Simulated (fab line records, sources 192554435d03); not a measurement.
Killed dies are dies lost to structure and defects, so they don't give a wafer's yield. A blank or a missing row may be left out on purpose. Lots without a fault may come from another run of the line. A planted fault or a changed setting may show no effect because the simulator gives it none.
Split-lot experiment | flow n5_finfet | 7 lots, 21 wafers read, on a route of 1938 steps

THE SPLIT
At N5_PASSIVATION_PECVD_55 (deposits SiO2 from SiH4/N2O, target thk 400 nm, time 22.5 s), the setting time_s was moved away from the recipe's 22.5 s on 5 of the 21 wafers read, by +5.8% to +9.6%. The other wafers ran this setting at the recipe's value.

The reading is taken at the split's own step.

THE READING
SiO2_of_PASSIVATION_PECVD_55.thk_nm (the simulator's own value, which no gauge read), in nm, at N5_PASSIVATION_PECVD_55 (deposits SiO2 from SiH4/N2O, target thk 400 nm, time 22.5 s). The file gives no usual value for it. The 16 wafers here that ran the recipe average 398.2 nm, standard deviation 4.4 nm.

wafer  | tool, chamber at the split | time_s as run, s | against the recipe | SiO2_of_PASSIVATION_PECVD_55.thk_nm, nm | against lot-mates on the recipe
L074.1 | pecvd-03, 0                | 22.5             | recipe             | 392.8                                   | -
L074.4 | pecvd-03, 0                | 22.5             | recipe             | 399                                     | -
L074.5 | pecvd-03, 2                | 23.83            | +5.9%              | 426.6                                   | +30.7
L080.1 | pecvd-03, 1                | 22.5             | recipe             | 393.2                                   | -
L080.3 | pecvd-03, 0                | 24.33            | +8.1%              | 429.4                                   | +32.7
L080.6 | pecvd-03, 2                | 22.5             | recipe             | 400.2                                   | -
L084.1 | pecvd-03, 0                | 22.5             | recipe             | 390.6                                   | -
L084.2 | pecvd-03, 2                | 24.67            | +9.6%              | 422.2                                   | +31.6
L084.3 | pecvd-03, 1                | 24.67            | +9.6%              | 420.8                                   | +30.2
L087.2 | pecvd-04, 1                | 22.5             | recipe             | 397                                     | -
L087.3 | pecvd-04, 2                | 22.5             | recipe             | 399.4                                   | -
L087.6 | pecvd-04, 2                | 22.5             | recipe             | 404.8                                   | -
L091.1 | pecvd-03, 0                | 22.5             | recipe             | 397.6                                   | -
L091.4 | pecvd-03, 0                | 22.5             | recipe             | 401                                     | -
L091.5 | pecvd-03, 2                | 22.5             | recipe             | 396.2                                   | -
L094.1 | pecvd-03, 2                | 22.5             | recipe             | 395.2                                   | -
L094.3 | pecvd-03, 0                | 22.5             | recipe             | 395.4                                   | -
L094.5 | pecvd-03, 1                | 23.8             | +5.8%              | 419.2                                   | +23.9
L095.3 | pecvd-04, 1                | 22.5             | recipe             | 400                                     | -
L095.4 | pecvd-04, 1                | 22.5             | recipe             | 401.2                                   | -
L095.6 | pecvd-04, 0                | 22.5             | recipe             | 408.2                                   | -

THE FIT
A straight line over all 21 wafers: SiO2_of_PASSIVATION_PECVD_55.thk_nm changes by +3.05 nm for each +1% of time_s; r = +0.90; the points scatter about the line by 5.3 nm.
The same after taking each lot's own level away (the mean of its wafers on the recipe; 21 wafers): +3.65 nm for each +1%; r = +0.96; scatter 3.7 nm.
On that fit, the largest move of time_s shifts the reading by 35 nm.
The lots' own levels span 390.60 to 403.13 nm, that is 2.9 times the standard deviation above.
So the lot-to-lot level changes the slope: the two fits differ.
Check: with one of the wafers moved furthest among these (+9.6%) left out of the fit, the line predicts +37.1 nm for it against its lot-mates. It came out at +31.6 nm against them.

OTHER SPLITS ON THESE WAFERS
These wafers also went through other splits before the reading. Each is held against what the fit with the lots' levels taken away leaves over:
other split on the same wafers    | wafers away from the commonest value | r with SiO2_of_PASSIVATION_PECVD_55.thk_nm (lot level and that fit taken away)
N5_BEOL_M12_ETCH_59 h2_flow_sccm  | 8                                    | +0.08
N5_BEOL_M12_SPUTTER_44 power_w    | 3                                    | -0.21
N5_BEOL_M13_COAT_58 spin_rpm      | 7                                    | -0.61
N5_BEOL_M14_TRENCH_ETCH_34 bias_w | 9                                    | -0.10
N5_MIM_BOT_SPUTTER_00 time_s      | 8                                    | -0.06

THE FILE'S OWN FIT
SiO2_of_PASSIVATION_PECVD_55.thk_nm changes by +3.88 nm for each +1% of time_s, r = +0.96.
